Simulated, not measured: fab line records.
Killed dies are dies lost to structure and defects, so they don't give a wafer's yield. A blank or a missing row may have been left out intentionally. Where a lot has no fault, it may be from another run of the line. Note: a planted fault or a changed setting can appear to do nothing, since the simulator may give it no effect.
fab line records	flow n5Finfet
record: lots: 7	wafers: 21	lastDay: 17
route steps=1938 shown BEOL_M15@1779 PASSIVATION@1936
lots that met no fault: from a run of the same line without faults
startH: the number of hours between the record's first day and the start of the first shown wafer of the lot	waitH: hours since the lot's step before	" same as the row above	L1.1+2: several wafers, shown together as one row	- no value, or no start was given	* or withheld: withheld	< > ~ a bound
route shown NAME@n: names a module that has steps shown in the file, with the first one's number in the route	usual: mean and standard deviation over wafers with no fault	same: alike in all rows	chamber/n: place in a boat	sites: per-site readings	_std_site: standard deviation of those values	_edge_site: the outer-site mean with the inner-site mean subtracted	radiusMm: for every site, how far away it sits from the centre of the wafer	mask NAME#n: copy n	behind: the tool/chamber that last shaped the wafer	hold: why the lot was held/for how many hours/how that ended	device: the n, p or np transistor that did not switch	end of line: the route-end tests of the same wafers	a step without rows: its recipe alone	killed: not the wafer's yield, but the dies lost to structure and defects at the first sort	map: a wafer's dies, x killed, . not, _ none there
set.NAME: the setting the step ran with; set.NAME@STEP: the setting that earlier step ran with	model.NAME: the simulator's own value behind a step, which no gauge read
a table for each step, a row for each wafer; lots at some steps of the route
services: a tool's chamber out of use, with start hour (startH, from the record's first day; less than 0 if before it), hours out, and reason
== steps ==
step: N5_BEOL_M15_EXPOSE_07
recipe: maskId: V14	na: 0.8	sourceShape: annular	sigmaInner: 0.5	sigmaOuter: 0.8	polarization: unpolarized	attpsmPhaseDeg: 180	doseMj: 41.25
step: N5_BEOL_M15_PEB_08
recipe: pebTempC: 130	pebTimeS: 90
step: N5_BEOL_M15_DEVELOP_09
recipe: developTimeS: 45	rinseLiquid: diw	dry: airSpin	devTempC: 21
step: N5_BEOL_M15_HARDBAKE_14
recipe: tempC: 130	timeS: 120
step: N5_BEOL_M15_CD_MEAS_10
recipe: targetCdNm: 360	landingEnergyEv: 500	detector: seInlens	polarity: opening
usual: cdNm: 362.5/2.3
lot.wafer	tool	chamber	startH	waitH	cdNm
L418.3	cdSem-02	0	251.11	-	362.9
L418.4	"	0	"	"	363.1
L418.6	"	0	"	"	368.7
L423.3	cdSem-03	0	295.32	-	366.8
L423.4	"	0	"	"	362.8
L423.5	"	0	"	"	363.5
L422.1	cdSem-02	0	295.68	-	360.1
L422.3	"	0	"	"	359.2
L422.5	"	0	"	"	362.7
L424.1	cdSem-02	0	301.03	-	361.6
L424.2	"	0	"	"	368.1
L424.4	"	0	"	"	366.6
L430.1	cdSem-01	0	323.79	-	360.2
L430.3	"	0	"	"	363.4
L430.4	"	0	"	"	362.2
L428.2	cdSem-01	0	324.40	-	359.3
L428.3	"	0	"	"	360.8
L428.5	"	0	"	"	362.2
L438.3	cdSem-02	0	387.11	-	363.5
L438.4	"	0	"	"	361.3
L438.5	"	0	"	"	361.4
step: N5_BEOL_M15_OVL_MEAS_11
recipe: pointsPerWafer: 44
usual: V14_OVL: 3/4.6
lot.wafer	tool	chamber	startH	waitH	V14_OVL[nm]
L418.3	overlay-02	0	251.14	0.0	-9
L418.4	"	0	"	"	-10
L418.6	"	0	"	"	-5
L423.3	overlay-02	0	295.34	0.0	4
L423.4	"	0	"	"	0
L423.5	"	0	"	"	-2
L422.1	overlay-01	0	295.71	0.0	3
L422.3	"	0	"	"	0
L422.5	"	0	"	"	2
L424.1	overlay-01	0	301.06	0.0	-3
L424.2	"	0	"	"	-3
L424.4	"	0	"	"	-3
L430.1	overlay-01	0	323.82	0.0	5
L430.3	"	0	"	"	3
L430.4	"	0	"	"	0
L428.2	overlay-01	0	324.43	0.0	0
L428.3	"	0	"	"	5
L428.5	"	0	"	"	0
L438.3	overlay-02	0	387.14	0.0	-4
L438.4	"	0	"	"	1
L438.5	"	0	"	"	-3
step: N5_BEOL_M15_INSPECT_12
recipe: mode: adi	inspectInstrument: macro
usual: rawDefectCount: 2.2/1.5
lot.wafer	tool	chamber	startH	waitH	rawDefectCount
L418.3	defectInspect-02	-	251.16	0.0	2
L418.4	"	-	"	"	2
L418.6	"	-	"	"	2
L423.3	defectInspect-02	-	295.37	0.0	0
L423.4	"	-	"	"	3
L423.5	"	-	"	"	2
L422.1	defectInspect-01	-	295.74	0.0	3
L422.3	"	-	"	"	5
L422.5	"	-	"	"	4
L424.1	defectInspect-01	-	301.09	0.0	2
L424.2	"	-	"	"	2
L424.4	"	-	"	"	0
L430.1	defectInspect-01	-	323.84	0.0	1
L430.3	"	-	"	"	6
L430.4	"	-	"	"	3
L428.2	defectInspect-02	-	324.45	0.0	0
L428.3	"	-	"	"	1
L428.5	"	-	"	"	3
L438.3	defectInspect-01	-	387.16	0.0	1
L438.4	"	-	"	"	2
L438.5	"	-	"	"	1
step: N5_BEOL_M15_DESCUM_15
recipe: chemistry: O2	timeS: 7.9	sourcePowerW: 50	biasPowerW: 20	pressureMtorr: 20	rfFrequencyHz: 2.712e+07	tempC: 40	o2FlowSccm: 225
usual: drypumpMotorCurrentA: 5.92/0.26	oesProductAu: 0.79/0.09	rfVppV: 243.0/1.2	showerheadPlenumPTorr: 2.09/0.055	throttleValvePct: 20.35/0.24
lot.wafer	tool	chamber	startH	waitH	drypumpMotorCurrentA	oesProductAu	rfHoursCounterH	rfVppV	showerheadPlenumPTorr	throttleValvePct
L418.3	rieDiel-06	2	251.25	0.1	6.01	0.69	219	243.5	2.08	20.62
L418.4	"	1	"	"	6.50	0.85	76	242.8	2.11	20.15
L418.6	"	0	"	"	5.77	0.69	-	244.7	2.19	20.71
L423.3	rieDiel-06	1	295.40	0.0	6.50	0.83	88	245.9	2.11	20.16
L423.4	"	0	"	"	5.79	0.68	207	243.3	2.19	20.71
L423.5	"	1	"	"	6.48	0.83	-	244.2	2.11	20.13
L422.1	rieDiel-03	3	295.77	0.0	5.81	0.96	2	243.9	2.16	19.99
L422.3	"	2	"	"	6.04	0.77	122	244.2	2.08	20.28
L422.5	"	2	"	"	6.05	0.77	-	243.2	2.08	20.28
L424.1	rieDiel-02	1	301.12	0.0	5.97	0.78	101	243.7	2.17	20.06
L424.2	"	3	"	"	6.14	0.85	47	242.1	2.04	20.21
L424.4	"	0	"	"	5.48	0.85	55	243.3	2.03	20.23
L430.1	rieDiel-03	3	324.20	0.4	5.81	0.93	10	242.7	2.15	20.01
L430.3	"	2	"	"	6.02	0.77	129	243.3	2.08	20.30
L430.4	"	1	"	"	5.49	0.67	250	241.9	2.04	20.74
L428.2	rieDiel-03	0	324.62	0.2	5.73	0.73	205	240.4	2.00	20.60
L428.3	"	3	"	"	5.81	0.92	10	245.2	2.15	20.02
L428.5	"	2	"	"	6.04	0.77	-	242.5	2.08	20.29
L438.3	rieDiel-06	0	387.20	0.0	5.81	0.66	238	243.3	2.18	20.78
L438.4	"	2	"	"	6.00	0.97	6	241.2	2.07	20.24
L438.5	"	3	"	"	5.80	0.94	-	243.2	2.07	20.54
step: N5_BEOL_M15_ETCH_59
recipe: chemistry: N2/H2	target: BARC	targetDepthA: 890	overetchA: 267	timeS: 67.9	ionEnergyEv: 200	pressureMtorr: 30	sourceW: 840	biasW: 150	n2FlowSccm: 200	h2FlowSccm: 200
usual: drypumpMotorCurrentA: 5.93/0.26	oesProductAu: 0.67/0.071	rfVppV: 523.7/2	showerheadPlenumPTorr: 2.53/0.074	throttleValvePct: 17.78/0.25
lot.wafer	tool	chamber	startH	waitH	drypumpMotorCurrentA	oesProductAu	rfHoursCounterH	rfVppV	showerheadPlenumPTorr	throttleValvePct
L418.3	rieDiel-06	2	251.29	0.0	6.03	0.59	219	523.8	2.48	17.65
L418.4	"	1	"	"	6.51	0.71	76	524.3	2.55	17.45
L418.6	"	0	"	"	5.81	0.61	-	526.2	2.67	18.16
L423.3	rieDiel-06	1	295.44	0.0	6.46	0.70	88	525.0	2.55	17.48
L423.4	"	0	"	"	5.79	0.60	207	526.3	2.66	18.17
L423.5	"	1	"	"	6.49	0.70	-	525.7	2.55	17.47
L422.1	rieDiel-03	3	295.80	0.0	5.84	0.82	2	525.5	2.61	17.36
L422.3	"	2	"	"	6.05	0.65	122	523.7	2.57	18.01
L422.5	"	2	"	"	6.07	0.65	-	524.6	2.57	18.01
L424.1	rieDiel-02	1	301.16	0.0	5.98	0.67	101	527.6	2.66	17.58
L424.2	"	3	"	"	6.14	0.72	47	523.1	2.50	17.83
L424.4	"	0	"	"	5.48	0.72	55	524.4	2.46	17.65
L430.1	rieDiel-03	3	324.24	0.0	5.81	0.79	10	523.8	2.61	17.36
L430.3	"	2	"	"	6.07	0.65	129	525.3	2.56	18.04
L430.4	"	1	"	"	5.53	0.58	250	522.3	2.50	18.26
L428.2	rieDiel-03	0	324.65	0.0	5.74	0.62	205	520.5	2.41	17.90
L428.3	"	3	"	"	5.85	0.79	10	527.2	2.61	17.37
L428.5	"	2	"	"	6.07	0.64	-	524.2	2.56	18.04
L438.3	rieDiel-06	0	387.23	0.0	5.78	0.58	238	526.6	2.65	18.21
L438.4	"	2	"	"	6.05	0.83	6	522.3	2.46	17.23
L438.5	"	3	"	"	5.79	0.79	-	523.2	2.49	17.79
step: N5_BEOL_M15_VIA_ETCH_16
recipe: chemistry: C4F8/O2/Ar	target: SiO2	heInnerTorr: 15	heOuterTorr: 30	targetDepthA: 17922	timeS: withheld	ionEnergyEv: 800	pressureMtorr: 20	sourceW: 1905	biasW: 2040	Ar_flow_sccm: 400	C4F8_flow_sccm: 16	O2_flow_sccm: 12	ends: cleared
usual: drypumpMotorCurrentA: 5.93/0.26	oes_o_777_au: 0.79/0.083	oesProductAu: 0.71/0.077	rfVppV: 2197/75	showerheadPlenumPTorr: 3.43/0.084	throttleValvePct: 30.78/0.29
lot.wafer	tool	chamber	startH	waitH	drypumpMotorCurrentA	oes_o_777_au	oesProductAu	rfVppV	showerheadPlenumPTorr	throttleValvePct
L418.3	rieDiel-06	2	251.34	0.0	6.06	0.75	0.64	2198	3.35	30.58
L418.4	"	1	"	"	6.50	0.78	0.74	2306	3.52	30.94
L418.6	"	0	"	"	5.81	0.75	0.64	2228	3.53	30.73
L423.3	rieDiel-06	1	295.49	0.0	6.49	0.77	0.73	2304	3.51	30.97
L423.4	"	0	"	"	5.79	0.75	0.63	2229	3.52	30.77
L423.5	"	1	"	"	6.48	0.77	0.73	2303	3.51	30.97
L422.1	rieDiel-03	3	295.86	0.0	5.84	0.97	0.86	2158	3.48	29.99
L422.3	"	2	"	"	6.04	0.78	0.70	2080	3.46	30.95
L422.5	"	2	"	"	6.01	0.77	0.70	2080	3.46	30.94
L424.1	rieDiel-02	1	301.21	0.0	5.99	0.79	0.72	2281	3.59	30.62
L424.2	"	3	"	"	6.14	0.86	0.77	2094	3.38	30.83
L424.4	"	0	"	"	5.46	0.80	0.75	2272	3.34	30.79
L430.1	rieDiel-03	3	324.29	0.0	5.87	0.94	0.83	2160	3.47	30.00
L430.3	"	2	"	"	6.03	0.77	0.70	2079	3.46	30.93
L430.4	"	1	"	"	5.48	0.64	0.61	2288	3.40	31.32
L428.2	rieDiel-03	0	324.70	0.0	5.73	0.73	0.67	2225	3.29	31.04
L428.3	"	3	"	"	5.85	0.93	0.83	2160	3.47	30.00
L428.5	"	2	"	"	6.03	0.77	0.70	2080	3.46	30.95
L438.3	rieDiel-06	0	387.28	0.0	5.79	0.73	0.61	2228	3.50	30.76
L438.4	"	2	"	"	6.03	1.06	0.89	2195	3.33	30.23
L438.5	"	3	"	"	5.81	0.90	0.84	2178	3.39	31.10
step: N5_BEOL_M15_STRIP_63
recipe: chemistry: O2	powerW: 600	tempC: 60	pressureMtorr: 30	rfFrequencyHz: 6e+07	biasPowerW: 0	overashFraction: 0.3	o2FlowSccm: 225
usual: chamberPressureMTorr: 30.00/0.043	drypumpMotorCurrentA: 5.92/0.26	oesProductAu: 0.79/0.09	rfVppV: 3.7/0.7	showerheadPlenumPTorr: 2.09/0.055	throttleValvePct: 16.60/0.24
same: biasPowerW: 0
lot.wafer	tool	chamber	startH	waitH	chamberPressureMTorr	drypumpMotorCurrentA	oesProductAu	rfHoursCounterH	rfVppV	showerheadPlenumPTorr	throttleValvePct
L418.3	rieDiel-06	2	-	-	30.03	6.03	0.70	219	4.1	2.09	16.87
L418.4	"	1	"	"	30.01	6.52	0.84	76	4.1	2.12	16.36
L418.6	"	0	"	"	30.04	5.77	0.68	-	3.2	2.20	16.94
L423.3	rieDiel-06	1	-	-	29.98	6.52	0.82	88	3.7	2.12	16.36
L423.4	"	0	"	"	29.99	5.81	0.68	207	3.6	2.19	16.95
L423.5	"	1	"	"	30.04	6.50	0.82	-	3.6	2.11	16.34
L422.1	rieDiel-03	3	-	-	29.99	5.81	0.96	2	1.9	2.16	16.26
L422.3	"	2	"	"	30.02	6.04	0.77	122	3.3	2.09	16.61
L422.5	"	2	"	"	30.01	6.04	0.77	-	3.6	2.09	16.60
L424.1	rieDiel-02	1	-	-	29.98	5.99	0.80	101	3.3	2.18	16.34
L424.2	"	3	"	"	29.95	6.13	0.84	48	3.0	2.05	16.43
L424.4	"	0	"	"	30.05	5.41	0.85	55	4.4	2.03	16.43
L430.1	rieDiel-03	3	-	-	29.98	5.82	0.92	10	2.5	2.16	16.25
L430.3	"	2	"	"	29.97	6.06	0.77	129	3.6	2.08	16.60
L430.4	"	1	"	"	30.05	5.46	0.67	250	3.3	2.05	17.03
L428.2	rieDiel-03	0	-	-	29.97	5.73	0.72	206	3.7	2.00	16.86
L428.3	"	3	"	"	29.97	5.81	0.92	10	5.3	2.16	16.24
L428.5	"	2	"	"	30.09	6.01	0.77	-	3.6	2.08	16.64
L438.3	rieDiel-06	0	-	-	30.11	5.81	0.67	238	3.3	2.18	17.00
L438.4	"	2	"	"	30.02	6.01	0.98	6	3.3	2.07	16.47
L438.5	"	3	"	"	29.99	5.77	0.94	-	3.3	2.07	16.71
step: N5_BEOL_M15_STRIP_64
recipe: chemistry: O2	powerW: 600	tempC: 60	pressureMtorr: 30	rfFrequencyHz: 6e+07	biasPowerW: 0	overashFraction: 0.3	o2FlowSccm: 225
usual: chamberPressureMTorr: 30.003/0.028	drypumpMotorCurrentA: 5.92/0.26	oesProductAu: 0.79/0.089	rfVppV: 3.6/0.45	showerheadPlenumPTorr: 2.09/0.055	throttleValvePct: 16.60/0.24
same: biasPowerW: 0
lot.wafer	tool	chamber	startH	waitH	chamberPressureMTorr	drypumpMotorCurrentA	oesProductAu	rfHoursCounterH	rfVppV	showerheadPlenumPTorr	throttleValvePct
L418.3	rieDiel-06	2	-	-	29.972	6.03	0.69	219	3.2	2.09	16.89
L418.4	"	1	"	"	30.042	6.49	0.83	76	3.3	2.12	16.33
L418.6	"	0	"	"	29.949	5.79	0.69	-	4.3	2.20	16.91
L423.3	rieDiel-06	1	-	-	29.948	6.53	0.83	88	3.1	2.11	16.36
L423.4	"	0	"	"	30.026	5.81	0.69	207	3.6	2.19	16.93
L423.5	"	1	"	"	30.006	6.51	0.84	-	3.1	2.11	16.36
L422.1	rieDiel-03	3	-	-	29.963	5.85	0.95	2	3.2	2.16	16.23
L422.3	"	2	"	"	30.001	6.04	0.77	122	3.2	2.09	16.58
L422.5	"	2	"	"	29.997	6.03	0.77	-	4.4	2.09	16.61
L424.1	rieDiel-02	1	-	-	29.992	5.96	0.79	101	3.5	2.18	16.36
L424.2	"	3	"	"	29.992	6.16	0.85	48	3.2	2.05	16.42
L424.4	"	0	"	"	30.009	5.51	0.86	55	3.2	2.03	16.44
L430.1	rieDiel-03	3	-	-	30.016	5.86	0.93	10	3.5	2.16	16.24
L430.3	"	2	"	"	29.988	6.05	0.77	129	3.6	2.09	16.60
L430.4	"	1	"	"	30.013	5.49	0.67	250	3.8	2.05	17.04
L428.2	rieDiel-03	0	-	-	29.956	5.74	0.73	206	3.7	2.00	16.86
L428.3	"	3	"	"	30.035	5.84	0.92	10	3.1	2.16	16.24
L428.5	"	2	"	"	29.937	6.05	0.77	-	3.4	2.08	16.61
L438.3	rieDiel-06	0	-	-	29.973	5.79	0.66	238	3.3	2.18	16.98
L438.4	"	2	"	"	29.993	6.04	0.99	6	2.4	2.07	16.46
L438.5	"	3	"	"	30.001	5.76	0.94	-	3.6	2.07	16.71
step: N5_BEOL_M15_STRIP_65
recipe: chemistry: postEtchResidueRemover	timeS: 60	tempC: 25	removerPh: withheld	removerWaterWtPct: withheld	removerFluorideWtPct: withheld
usual: runLengthS: 67.6/2.6	tempC: 25.01/0.1
lot.wafer	tool	chamber	startH	waitH	runLengthS	tempC
L418.3	wetBench-03	7	251.69	-	65.7	24.89
L418.4	"	0	"	"	67.5	25.02
L418.6	"	5	"	"	65.4	25.11
L423.3	wetBench-03	2	295.84	-	-	-
L423.4	"	3	"	"	-	-
L423.5	"	1	"	"	-	-
L422.1	wetBench-01	2	296.21	-	-	-
L422.3	"	5	"	"	-	-
L422.5	"	3	"	"	-	-
L424.1	wetBench-01	2	301.56	-	-	-
L424.2	"	7	"	"	-	-
L424.4	"	4	"	"	-	-
L430.1	wetBench-03	2	324.64	-	66.2	25.03
L430.3	"	0	"	"	65.8	24.98
L430.4	"	1	"	"	66.6	24.94
L428.2	wetBench-03	6	325.05	-	65.2	24.95
L428.3	"	1	"	"	68.2	25.05
L428.5	"	4	"	"	66.8	25.04
L438.3	wetBench-03	7	387.63	-	71.5	25.04
L438.4	"	0	"	"	73.9	25.02
L438.5	"	2	"	"	72.1	24.90
step: N5_BEOL_M15_SRD_66
recipe: timeS: 30	tempC: 23	rinseLiquid: diw	dry: n2Spin	spinRpm: 1500	dryTimeS: 30
step: N5_PASSIVATION_PROBE_49
usual: defectLimitedYield: 91.1/1.5	killed_at_M0_to_M3: 35/11	killed_at_M4_up: 13/5.7	killedAtContacts: 12/5.7	killedAtFrontEnd: 40/11	killedAtOther: 4/4.4	killedDies: 105/18	killedOpen: 68/14	killedShort: 34/7.4	sort_bin_4_leakage: 0.00/0.011	sort_bin_5_function: 5.2/1	sort_bin_6_memory: 3.3/0.67	sort_bin_8_speed: 0.04/0.29	sortNPass: 1074/18	sortYieldPct: 91.0/1.5
same: grossDies: 1180	killedAtBackSide: 0
lot.wafer	tool	chamber	startH	waitH	defectLimitedYield[%]	killed_at_M0_to_M3	killed_at_M4_up	killedAtContacts	killedAtFrontEnd	killedAtOther	killedDies	killedOpen	killedShort	sort_bin_4_leakage[%]	sort_bin_5_function[%]	sort_bin_6_memory[%]	sort_bin_8_speed[%]	sortNPass	sortYieldPct[%]
L418.3	prober-01	-	268.84	0.1	89.7	51	13	9	48	1	122	83	37	0	5.8	4.0	0	1058	89.7
L418.4	prober-01	-	268.89	0.2	88.6	40	24	16	52	3	135	99	35	0	6.0	5.3	0	1045	88.6
L418.6	prober-01	-	268.99	0.3	89.3	56	12	4	48	6	126	86	38	0	6.4	3.7	0	1054	89.3
L423.3	prober-02	-	312.76	0.1	85.5	23	14	18	34	82	171	64	26	0	11.5	2.6	0	1009	85.5
L423.4	prober-02	-	312.81	0.2	91.4	43	9	19	30	0	101	62	36	0	5.1	2.8	0.08	1079	91.4
L423.5	prober-02	-	312.86	0.2	85.5	38	13	19	38	63	171	71	40	0	10.8	3.6	0	1009	85.5
L422.1	prober-01	-	313.13	0.0	90.0	43	8	21	45	1	118	80	33	0.08	6.4	3.5	0	1061	89.9
L422.3	prober-01	-	313.23	0.1	90.8	34	13	5	55	2	109	69	36	0	5.3	3.7	0.08	1071	90.8
L422.5	prober-01	-	313.33	0.2	91.9	34	19	8	34	1	96	52	38	0	4.7	2.8	0	1084	91.9
L424.1	prober-02	-	319.57	0.0	92.7	29	11	4	41	1	86	57	26	0	4.7	2.5	0	1094	92.7
L424.2	prober-02	-	319.62	0.1	91.4	20	18	8	39	17	102	62	24	0	5.6	2.8	0	1078	91.4
L424.4	prober-02	-	319.72	0.2	69.2	23	8	17	33	283	364	58	22	0	27.7	2.9	0	816	69.2
L430.1	prober-02	-	345.56	0.0	89.7	45	25	20	29	3	122	82	36	0	5.9	3.6	0	1058	89.7
L430.3	prober-02	-	345.66	0.1	90.4	45	23	7	37	1	113	76	37	0	5.7	3.6	0	1067	90.4
L430.4	prober-02	-	345.71	0.2	92.3	34	8	13	28	8	91	50	38	0	4.2	3.3	0	1089	92.3
L428.2	prober-02	-	345.91	0.4	91.3	25	10	11	56	1	103	67	33	0	4.7	3.7	0	1077	91.3
L428.3	prober-02	-	345.96	0.4	91.6	32	19	4	39	5	99	75	24	0	4.6	3.6	0	1081	91.6
L428.5	prober-02	-	346.06	0.5	91.4	40	21	14	23	4	102	63	34	0	4.2	3.6	0	1078	91.4
killed by level:class
L418.3 STI_FIN_REVEAL:geometricParticle:open=16 BEOL_M1:geometricParticle:open=16 BEOL_M0_SAQP:geometricParticle:short=9 DUMMY_GATE:geometricParticle:open=7 BEOL_M2:geometricParticle:open=7 FIN_SAQP:geometricParticle:short=6 BEOL_M4:geometricParticle:open=6 BEOL_M0_SAQP:geometricParticle:open=6
L418.4 STI_FIN_REVEAL:geometricParticle:open=15 FIN_SAQP:geometricParticle:open=14 MOL_CONTACT_COAG:geometricParticle:open=14 BEOL_M4:geometricParticle:open=13 BEOL_M3:geometricParticle:open=12 BEOL_M0_SAQP:geometricParticle:short=11 BEOL_M0_SAQP:geometricParticle:open=8 STARTING-WAFER:geometricParticle:short=7
L418.6 BEOL_M3:geometricParticle:open=22 STI_FIN_REVEAL:geometricParticle:open=15 BEOL_M0_SAQP:geometricParticle:short=14 FIN_SAQP:geometricParticle:open=10 BEOL_M0_SAQP:geometricParticle:open=9 BEOL_M4:geometricParticle:open=7 DUMMY_GATE:geometricParticle:open=5 GATE_CUT:geometricParticle:short=4
L423.3 PASSIVATION:areaEtch=80 MOL_CONTACT_COAG:geometricParticle:open=15 FIN_SAQP:geometricParticle:open=7 STI_FIN_REVEAL:geometricParticle:open=6 BEOL_M1:geometricParticle:open=6 BEOL_M2:geometricParticle:open=5 GATE_CUT:geometricParticle:short=4 BEOL_M4:geometricParticle:open=4
L423.4 MOL_CONTACT_COAG:geometricParticle:open=14 BEOL_M1:geometricParticle:open=9 DUMMY_GATE:geometricParticle:open=8 BEOL_M1:geometricParticle:short=8 BEOL_M3:geometricParticle:open=7 BEOL_M2:geometricParticle:open=6 MOL_CONTACT_COAG:geometricParticle:short=5 BEOL_M0:geometricParticle:open=4
L423.5 PASSIVATION:areaEtch=58 MOL_CONTACT_COAG:geometricParticle:open=17 DUMMY_GATE:geometricParticle:open=9 FIN_SAQP:geometricParticle:short=8 BEOL_M0_SAQP:geometricParticle:open=8 BEOL_M1:geometricParticle:short=6 GATE_CUT:geometricParticle:short=5 BEOL_M1:geometricParticle:open=5
L422.1 MOL_CONTACT_COAG:geometricParticle:open=17 BEOL_M3:geometricParticle:open=11 FIN_SAQP:geometricParticle:open=10 BEOL_M0_SAQP:geometricParticle:short=10 GATE_CUT:geometricParticle:open=6 STI_FIN_REVEAL:geometricParticle:open=5 BEOL_M0_SAQP:geometricParticle:open=5 BEOL_M1:geometricParticle:open=5
L422.3 FIN_SAQP:geometricParticle:open=15 FIN_SAQP:geometricParticle:short=10 BEOL_M3:geometricParticle:open=9 STI_FIN_REVEAL:geometricParticle:open=7 BEOL_M0_SAQP:geometricParticle:open=6 BEOL_M0_SAQP:geometricParticle:short=6 STI_FIN_REVEAL:geometricParticle:short=5 DUMMY_GATE:geometricParticle:open=5
L422.5 FIN_SAQP:geometricParticle:short=17 BEOL_M3:geometricParticle:open=9 FIN_SAQP:geometricParticle:open=8 BEOL_M0_SAQP:geometricParticle:short=8 MOL_CONTACT_COAG:geometricParticle:open=7 BEOL_M2:geometricParticle:open=6 BEOL_M4:geometricParticle:open=6 GATE_CUT:geometricParticle:short=4
L424.1 FIN_SAQP:geometricParticle:open=13 BEOL_M0_SAQP:geometricParticle:open=9 BEOL_M0_SAQP:geometricParticle:short=8 FIN_SAQP:geometricParticle:short=6 STI_FIN_REVEAL:geometricParticle:open=6 BEOL_M3:geometricParticle:open=5 BEOL_M5:geometricParticle:open=5 BEOL_M2:geometricParticle:open=4
L424.2 STI_FIN_REVEAL:geometricParticle:open=19 PASSIVATION:areaEtch=16 BEOL_M4:geometricParticle:open=8 MOL_CONTACT_COAG:geometricParticle:open=5 BEOL_M2:geometricParticle:open=5 FIN_SAQP:geometricParticle:open=4 STI_FIN_REVEAL:geometricParticle:short=4 GATE_CUT:geometricParticle:open=4
L424.4 PASSIVATION:areaEtch=282 MOL_CONTACT_COAG:geometricParticle:open=15 FIN_SAQP:geometricParticle:open=9 STI_FIN_REVEAL:geometricParticle:open=7 BEOL_M0_SAQP:geometricParticle:open=7 BEOL_M0_SAQP:geometricParticle:short=5 BEOL_M3:geometricParticle:open=4 STI_FIN_REVEAL:geometricParticle:short=3
L430.1 MOL_CONTACT_COAG:geometricParticle:open=18 BEOL_M4:geometricParticle:open=12 BEOL_M0_SAQP:geometricParticle:open=12 BEOL_M0_SAQP:geometricParticle:short=10 BEOL_M1:geometricParticle:open=8 STI_FIN_REVEAL:geometricParticle:open=5 FIN_SAQP:geometricParticle:open=4 STARTING-WAFER:geometricParticle:short=4
L430.3 STI_FIN_REVEAL:geometricParticle:open=13 BEOL_M0_SAQP:geometricParticle:open=11 BEOL_M0_SAQP:geometricParticle:short=9 BEOL_M2:geometricParticle:open=8 GATE_CUT:geometricParticle:short=7 BEOL_M4:geometricParticle:open=7 MOL_CONTACT_COAG:geometricParticle:open=6 BEOL_M1:geometricParticle:open=5
L430.4 BEOL_M0_SAQP:geometricParticle:short=12 MOL_CONTACT_COAG:geometricParticle:open=9 BEOL_M0_SAQP:geometricParticle:open=6 BEOL_M1:geometricParticle:open=5 BEOL_M2:geometricParticle:open=5 STI_FIN_REVEAL:geometricParticle:open=4 DUMMY_GATE:geometricParticle:open=4 MOL_CONTACT_COAG:geometricParticle:short=4
L428.2 STI_FIN_REVEAL:geometricParticle:open=25 MOL_CONTACT_COAG:geometricParticle:open=8 BEOL_M0_SAQP:geometricParticle:open=8 BEOL_M0_SAQP:geometricParticle:short=7 GATE_CUT:geometricParticle:short=5 FIN_SAQP:geometricParticle:short=4 FIN_SAQP:geometricParticle:open=4 BEOL_M2:geometricParticle:open=4
L428.3 STI_FIN_REVEAL:geometricParticle:open=16 BEOL_M4:geometricParticle:open=11 BEOL_M0_SAQP:geometricParticle:open=10 BEOL_M3:geometricParticle:open=9 FIN_SAQP:geometricParticle:open=6 GATE_CUT:geometricParticle:short=4 BEOL_M2:geometricParticle:open=4 MOL_CONTACT_COAG:geometricParticle:open=3
L428.5 BEOL_M0_SAQP:geometricParticle:short=15 MOL_CONTACT_COAG:geometricParticle:open=12 BEOL_M0_SAQP:geometricParticle:open=10 BEOL_M3:geometricParticle:open=7 BEOL_M5:geometricParticle:open=6 FIN_SAQP:geometricParticle:open=5 DUMMY_GATE:geometricParticle:open=5 BEOL_M4:geometricParticle:open=5
== services ==
tool	chamber	startH	hours	kind
rieDiel-02	3	229.20	1.3	repair
rieDiel-03	0	237.94	16.9	repair
rieDiel-03	3	265.27	-	clean
rieDiel-03	3	265.27	-	consumableReplace:esc
rieDiel-03	3	265.27	-	consumableReplace:focusRing
rieDiel-03	3	265.27	20.3	scheduledDown
rieDiel-03	3	265.27	20.3	ventCycle
rieDiel-06	3	300.38	-	clean
rieDiel-06	3	300.38	-	consumableReplace:focusRing
rieDiel-06	3	300.38	24.3	scheduledDown
rieDiel-06	3	300.38	24.3	ventCycle
rieDiel-03	1	324.62	-	clean
rieDiel-03	1	324.62	-	consumableReplace:focusRing
rieDiel-03	1	324.62	24.0	scheduledDown
rieDiel-03	1	324.62	24.0	ventCycle
rieDiel-02	2	343.65	3.2	repair
rieDiel-06	2	347.95	-	clean
rieDiel-06	2	347.95	-	consumableReplace:focusRing
rieDiel-06	2	347.95	19.7	scheduledDown
rieDiel-06	2	347.95	19.7	ventCycle
rieDiel-03	1	367.60	2.7	repair
wetBench-01	-	371.79	3.2	repair
rieDiel-02	0	372.38	12.3	repair
== key ==
firstSign: step: N5_BEOL_M15_STRIP_65	reading: toolRecord	direction: missing
effect none on later readings
metAt N5_BEOL_M15_STRIP_65
struckWafers L422.1,L422.3,L422.5,L423.3,L423.4,L423.5,L424.1,L424.2,L424.4
baselineLoss: step: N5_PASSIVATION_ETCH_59	wafers: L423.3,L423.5
baselineLoss: step: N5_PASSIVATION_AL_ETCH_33	wafers: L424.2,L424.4
onsetBetween 251.69 295.84
fault: kind: skippedStepWhole	tool: wetBench-01,wetBench-03	chamber: -	onsetH: 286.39	steps: N5_BEOL_M15_STRIP_65	scope: struckLotsOnly
baselineLoss: these wafers lose ten dies or more at that step, a loss of the line's own and not of a fault; the sort's usual values leave them out
